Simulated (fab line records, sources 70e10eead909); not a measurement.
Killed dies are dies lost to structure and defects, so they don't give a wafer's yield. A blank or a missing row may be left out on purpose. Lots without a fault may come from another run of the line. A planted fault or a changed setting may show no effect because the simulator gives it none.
Which tool did it? | flow nand_harc | 12 lots, 36 wafers sampled, at 4 steps of a route of 1302

WHAT THE GAUGES READ, wafer by wafer
NHARC_A_CONTACT_INSPECT_10.
lot  | measured     | on                | raw_defect_count
L074 | day 22 19:51 | defect_inspect-01 | 99 114 82
L077 | day 23 07:35 | defect_inspect-02 | 160 154 136
L078 | day 24 01:17 | defect_inspect-02 | 88 102 105
L082 | day 26 10:38 | defect_inspect-01 | 147 123 115
L083 | day 26 17:22 | defect_inspect-02 | 94 86 73
L085 | day 27 15:05 | defect_inspect-01 | 23 15 22
L088 | day 28 06:23 | defect_inspect-02 | 129 117 125
L087 | day 28 13:53 | defect_inspect-02 | 47 54 52
L091 | day 30 00:17 | defect_inspect-01 | 78 73 85
L093 | day 31 09:37 | defect_inspect-01 | 85 75 92
L095 | day 31 11:37 | defect_inspect-02 | 18 26 11
L097 | day 32 09:12 | defect_inspect-01 | 119 119 126

WHICH TOOL RAN EACH LOT (tool, then ch and the chambers of the sampled wafers, then the start)
lot  | NHARC_A_CONTACT_ETCH_76                       | NHARC_A_CONTACT_ETCH_129             | NHARC_A_CONTACT_ETCH_131
L074 | rie_diel-09 ch 1,2, day 22 14:47 or earlier   | har_cap_etch-03 ch 0,1, day 22 14:47 | har_cap_etch-03 ch 0,1, day 22 15:08
L077 | rie_diel-09 ch 0,1,3, day 23 02:05 or earlier | har_cap_etch-01 ch 0,1, day 23 02:05 | har_cap_etch-01 ch 0,1, day 23 02:26
L078 | rie_diel-04 ch 0,1,2, day 23 16:59 or earlier | har_cap_etch-02 ch 0,1, day 23 16:59 | har_cap_etch-02 ch 0,1, day 23 17:27
L082 | rie_diel-09 ch 0,1,3, day 26 04:12 or earlier | har_cap_etch-03 ch 0,1, day 26 04:12 | har_cap_etch-03 ch 0,1, day 26 04:33
L083 | rie_diel-09 ch 1,2,3, day 26 07:46 or earlier | har_cap_etch-02 ch 0,1, day 26 07:46 | har_cap_etch-02 ch 0,1, day 26 08:07
L085 | rie_diel-07 ch 1,2,3, day 27 07:47 or earlier | har_cap_etch-03 ch 0,1, day 27 07:47 | har_cap_etch-03 ch 0,1, day 27 08:08
L088 | rie_diel-09 ch 0,2, day 28 01:06 or earlier   | har_cap_etch-03 ch 0,1, day 28 01:06 | har_cap_etch-03 ch 0,1, day 28 01:27
L087 | rie_diel-04 ch 0,3, day 28 08:16 or earlier   | har_cap_etch-02 ch 0,1, day 28 08:16 | har_cap_etch-02 ch 0,1, day 28 08:44
L091 | rie_diel-04 ch 1,2,3, day 29 19:01 or earlier | har_cap_etch-01 ch 1, day 29 19:01   | har_cap_etch-01 ch 1, day 29 19:22
L093 | rie_diel-09 ch 1,3, day 31 04:30 or earlier   | har_cap_etch-02 ch 0,1, day 31 04:30 | har_cap_etch-02 ch 0,1, day 31 04:52
L095 | rie_diel-09 ch 0,1,3, day 31 06:18 or earlier | har_cap_etch-03 ch 0, day 31 06:18   | har_cap_etch-03 ch 0, day 31 06:40
L097 | rie_diel-07 ch 1,2, day 31 20:45 or earlier   | har_cap_etch-02 ch 0,1, day 31 20:45 | har_cap_etch-02 ch 0,1, day 31 21:06
- NHARC_A_CONTACT_ETCH_76: etches the open film in N2/H2, target depth 260 nm, time 475.3 s.
- NHARC_A_CONTACT_ETCH_129: etches the open film in C4F8/O2/Ar, time 197 s, target depth 1918 nm.
- NHARC_A_CONTACT_ETCH_131: etches the open film in C4F8/O2/Ar, time 197 s, target depth 1918 nm.

THE ANSWER, worked out from the rows above alone
Rule: what is usual is taken from the lots themselves. Put in order of their means at a reading, lots are off if they are a third of the lots or fewer, leave a main group of 4 or more, and stand apart from it by a gap of 3 or more times the standard deviation of the main group's means; of several such gaps the widest counts. A main group whose means are all the same, to the digits that the tables above print for the reading, isn't used. A lot without any number at a reading at which 4 lots or more have one is off too. The other lots that the step has rows for count as sound.
No lot is off at any reading shown: from this, nothing can be told.

WHAT THE SIMULATOR HAD PUT IN
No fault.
